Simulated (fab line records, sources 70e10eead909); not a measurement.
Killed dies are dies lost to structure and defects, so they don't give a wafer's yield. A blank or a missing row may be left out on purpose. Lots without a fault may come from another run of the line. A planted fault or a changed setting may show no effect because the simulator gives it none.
fab line records | flow nand_harc
record lots=7 wafers=21 last_day=33
route steps=1302 shown A_BONDPAD@1202
lots that met no fault: from a run of the same line without faults
start_h: hours from the record's first day to the start of the lot's first wafer shown | wait_h: hours since the lot's step before | " the same as in the row above | L1.1+2: a row that stands for several wafers | - no value, or no start given | * or withheld: withheld | < > ~ a bound
route shown NAME@n: a module of which the file shows steps, and the number in the route of the first | usual: mean/standard deviation of fault-free wafers | same: alike in all rows | chamber/n: place in a boat | sites: the reading at each site | _std_site: their standard deviation | _edge_site: outer sites' mean less inner sites' | radius_mm: how far each site lies from the wafer's centre | mask NAME#n: copy n | behind: the tool/chamber that last shaped the wafer | hold: why the lot was held/for how many hours/how that ended | device: the transistor (n, p or np) that didn't switch | end of line: the same wafers' tests at the end of the route | a step without rows: its recipe alone | killed: dies lost to structure and defects at the first sort, not the wafer's yield | map: a wafer's dies, x killed, . not, _ none there
set.NAME: the setting as run; set.NAME@STEP: as run at that earlier step | model.NAME: the simulator's own value behind a step, which no gauge read
lots at some steps of the route; a table a step, a row a wafer
services: from which hour (start_h, from the record's first day; less than 0 if before it) a tool's chamber was out of use, for how many hours, and why
## steps
# step NHARC_A_BONDPAD_DEP_00
# recipe target_thk_a=2500 temp_c=370 target_thk_nm=250 pressure_torr=3 flow_sccm=200 rf_w=450 material=SiCN
# usual heater_power_w=563/70 susceptor_temp_C=369.99/0.23
# columns lot.wafer tool chamber start_h wait_h heater_power_w susceptor_temp_C
L623.2 pecvd-03 2 - - 520 369.43
L623.6 " 1 " " 499 370.39
L623.4 " 2 " " 537 369.62
L628.1 pecvd-04 0 586.32 - 577 369.90
L628.3 " 1 " " 692 370.15
L628.2 " 2 " " 670 370.06
L636.1 pecvd-03 0 685.68 - 577 369.90
L636.4 " 0 " " 555 370.13
L636.5 " 2 " " 535 369.85
L637.3 pecvd-02 0 696.66 - 551 369.94
L637.1 " 2 " " 522 369.85
L637.5 " 1 " " 630 370.06
L638.6 pecvd-03 1 - - 531 369.65
L638.5 " 2 " " 495 369.71
L638.4 " 0 " " 552 369.83
L642.3 pecvd-02 2 - - 473 370.11
L642.1 " 1 " " 564 370.02
L642.4 " 1 " " 583 369.70
L645.2 pecvd-02 0 757.57 - 656 369.82
L645.5 " 2 " " 460 369.88
L645.6 " 0 " " 646 369.95
# step NHARC_A_BONDPAD_CMP_29
# recipe target_thk_nm=200 material=SiCN
# usual motor_current_A=12.0/0.93 retaining_ring_pressure_frac=0.999/0.0048
# columns lot.wafer tool chamber start_h wait_h motor_current_A retaining_ring_pressure_frac
L623.4 cmp-01 2 544.50 - 11.4 1.001
L623.2 " 0 " " 11.7 0.996
L623.6 " 2 " " 11.1 1.004
L628.2 cmp-01 2 586.73 - 10.7 0.987
L628.1 " 0 " " 10.3 0.999
L628.3 " 1 " " 11.6 1.006
L636.1 cmp-03 3 686.11 - 11.5 0.995
L636.4 " 0 " " 11.7 0.999
L636.5 " 3 " " 11.8 0.996
L637.1 cmp-04 1 697.07 - 14.1 0.999
L637.3 " 0 " " 11.7 1.005
L637.5 " 2 " " 13.2 0.999
L638.4 cmp-03 2 699.82 - 12.2 1.004
L638.6 " 3 " " 11.6 0.997
L638.5 " 0 " " 11.6 1.001
L642.1 cmp-04 2 737.16 - 12.6 0.997
L642.3 " 0 " " 11.7 1.000
L642.4 " 1 " " 14.3 1.001
L645.2 cmp-01 2 757.96 - 10.7 1.000
L645.6 " 1 " " 11.8 1.001
L645.5 " 2 " " 11.3 1.001
# step NHARC_A_BONDPAD_THK_MEAS_30
# recipe thk_meas_gauge=ellipsometry
# usual thk_nm=199.9/1.2
# columns lot.wafer tool chamber start_h wait_h thk_nm
L623.2 film_metro-02 - 544.72 0.2 199.7
L623.4 " - " " 201.2
L623.6 " - " " 201.3
L628.1 film_metro-02 - 586.98 0.2 200.1
L628.2 " - " " 199.9
L628.3 " - " " 199.8
L636.1 film_metro-02 - 686.34 0.2 202.4
L636.4 " - " " 199.1
L636.5 " - " " 200.1
L637.1 film_metro-01 - 697.32 0.2 199.7
L637.3 " - " " 202.0
L637.5 " - " " 200.0
L638.4 film_metro-02 - 700.00 0.2 201.0
L638.5 " - " " 199.3
L638.6 " - " " 200.5
L642.1 film_metro-02 - 737.41 0.2 200.8
L642.3 " - " " 201.6
L642.4 " - " " 200.2
L645.2 film_metro-02 - 758.18 0.2 202.1
L645.5 " - " " 199.2
L645.6 " - " " 198.1
# step NHARC_A_BONDPAD_SRD_31
# step NHARC_A_BONDPAD_DEHYDRATE_01
# recipe temp_c=150 time_s=120
# step NHARC_A_BONDPAD_HMDS_02
# recipe time_s=30
# step NHARC_A_BONDPAD_COAT_33
# recipe temp_c=200 time_s=65
# step NHARC_A_BONDPAD_COAT_03
# recipe spin_rpm=2000 resist_thk_nm=600
# step NHARC_A_BONDPAD_SOFTBAKE_04
# recipe temp_c=125 time_s=70
# step NHARC_A_BONDPAD_EBR_05
# step NHARC_A_BONDPAD_EXPOSE_06
# recipe na=0.55 dose_mj=36.99 mask_id=A_BPAD
# step NHARC_A_BONDPAD_PEB_07
# recipe peb_temp_c=128 peb_time_s=80
# step NHARC_A_BONDPAD_DEVELOP_08
# recipe time_s=50 dev_temp_c=22
# usual chill_plate_temp_C=22.98/0.12 developer_temp_C=22.00/0.11
# columns lot.wafer tool chamber start_h wait_h chill_plate_temp_C developer_temp_C
L623.2 litho_track-03 0 545 - 22.96 21.91
L623.4 " 0 " " 23.09 22.00
L623.6 " 0 " " 22.91 22.04
L628.1 litho_track-05 0 587 - 23.02 22.05
L628.2 " 0 " " 23.11 22.17
L628.3 " 0 " " 22.98 21.99
L636.1 litho_track-03 - 686 - - -
L636.4 " - " " - -
L636.5 " - " " - -
L637.1 litho_track-02 - 697 - - -
L637.3 " - " " - -
L637.5 " - " " - -
L638.4 litho_track-03 - 700 - - -
L638.5 " - " " - -
L638.6 " - " " - -
L642.1 litho_track-05 0 737 - 23.10 22.21
L642.3 " 0 " " 22.91 22.11
L642.4 " 0 " " 22.93 22.16
L645.2 litho_track-05 0 758 - 22.91 21.65
L645.5 " 0 " " 22.87 21.85
L645.6 " 0 " " 23.00 21.77
# step NHARC_A_BONDPAD_CD_MEAS_09
# recipe target_cd_nm=500 landing_energy_ev=500
# usual cd_nm=499.5/1.9
# columns lot.wafer tool chamber start_h wait_h cd_nm
L623.2 cd_sem-02 0 545.29 - 501.9
L623.4 " 0 " " 500.1
L623.6 " 0 " " 497.7
L628.1 cd_sem-03 0 587.42 - 501.6
L628.2 " 0 " " 499.2
L628.3 " 0 " " 498.6
L636.1 cd_sem-03 0 686.90 - 500.0
L636.4 " 0 " " 501.0
L636.5 " 0 " " 498.3
L637.1 cd_sem-03 0 697.88 - 504.1
L637.3 " 0 " " 502.8
L637.5 " 0 " " 500.8
L638.4 cd_sem-02 0 700.58 - 497.8
L638.5 " 0 " " 500.7
L638.6 " 0 " " 499.7
L642.1 cd_sem-02 0 737.97 - 498.2
L642.3 " 0 " " 500.7
L642.4 " 0 " " 499.2
L645.2 cd_sem-01 0 758.74 - 500.3
L645.5 " 0 " " 497.9
L645.6 " 0 " " 501.4
## services
# columns tool chamber start_h hours kind
cmp-04 - 526.21 3.8 repair
pecvd-03 - 536.67 0.9 repair
pecvd-03 - 539.12 0.2 repair
pecvd-03 - 547.41 13.0 pm
cmp-03 - 554.46 4.0 pm
cmp-01 - 556.14 4.3 repair
pecvd-02 - 557.37 0.8 repair
pecvd-02 - 559.03 27.6 repair
cmp-01 - 577.50 4.0 pm
cmp-03 - 579.12 0.3 repair
cmp-04 - 589.56 1.7 repair
pecvd-02 - 589.63 13.0 pm
cmp-04 - 602.02 4.0 pm
cmp-03 - 611.73 1.1 repair
litho_track-03 - 625.00 7.0 pm
litho_track-05 - 649.01 7.0 pm
cmp-03 - 652.46 4.0 pm
cmp-04 - 655.87 0.4 repair
cmp-01 - 661.05 9.4 repair
cmp-01 - 675.50 4.0 pm
cmp-04 - 692.68 3.1 repair
cmp-04 - 700.02 4.0 pm
pecvd-02 0 717.00 5.1 repair
pecvd-03 - 728.41 13.0 pm
## key
first_sign step=NHARC_A_BONDPAD_DEVELOP_08 reading=tool_record direction=missing
effect none on later readings
met_at NHARC_A_BONDPAD_DEVELOP_08
struck_wafers L636.1,L636.4,L636.5,L637.1,L637.3,L637.5,L638.4,L638.5,L638.6
sort_left_out L636.1,L636.4,L636.5,L637.1,L637.3,L637.5,L638.4,L638.5,L638.6
onset_between 545 686
fault kind=skipped_step_whole tool=litho_track-02,litho_track-03 chamber=- onset_h=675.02 steps=NHARC_A_BONDPAD_DEVELOP_08 scope=struck_lots_only
# sort_left_out: the simulated sort isn't trusted on such a fault, so these wafers' sort isn't shown, and their yield isn't known
